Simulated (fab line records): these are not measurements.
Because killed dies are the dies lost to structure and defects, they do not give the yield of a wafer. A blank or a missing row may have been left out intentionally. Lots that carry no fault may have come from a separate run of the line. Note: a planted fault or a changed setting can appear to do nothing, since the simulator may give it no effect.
Chamber matching	flow nandHarc	NHARC_A_CHANNEL_FILL_D1_ALD_14 on aldHk-04 has 4 sister chambers
The step deposits SiO2, target thk 2.5 nm, pulse time 10 s, ald cycles 25. 4 wafers are shown with their chamber, then 7 later ones without.

WAFERS WITH THEIR CHAMBER
wafer	chamber	heaterPowerW (W)
L218.6	3	523
L221.2	0	432
L221.3	1	432
L221.4	2	471

WAFERS MISSING THEIR CHAMBER
wafer	heaterPowerW (W)
L223.1	449
L236.1	455
L236.2	427
L236.4	492
L238.4	456
L238.5	434
L238.6	490

WHICH CHAMBER EACH WENT THROUGH
wafer	from the rows above	in truth
L223.1	can't be placed: 0 or 1 or 2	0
L236.1	can't be placed: 2 or 0 or 1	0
L236.2	can't be placed: 0 or 1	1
L236.4	can't be placed: 2 or 3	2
L238.4	can't be placed: 2 or 0 or 1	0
L238.5	can't be placed: 0 or 1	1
L238.6	can't be placed: 2 or 3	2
Placed correctly: 0 of 7. From these rows, 7 cannot be placed; in 7 the true chamber is one of the candidates. Wrongly placed: 0.
How it was worked out, from the rows above alone: a wafer's distance from a chamber is the root of the sum, over the readings, of the square of ((its reading less the chamber's mean) divided by the reading's scatter). If the next closest chamber is less than 2 further off than the closest, the wafer can't be placed; otherwise it belongs to the closest. For every chamber, the mean is computed from those of its wafers that are shown. The scatter (one wafer shown for each chamber): square how far every hidden wafer sits from the nearest shown wafer, average those squares and take the square root.
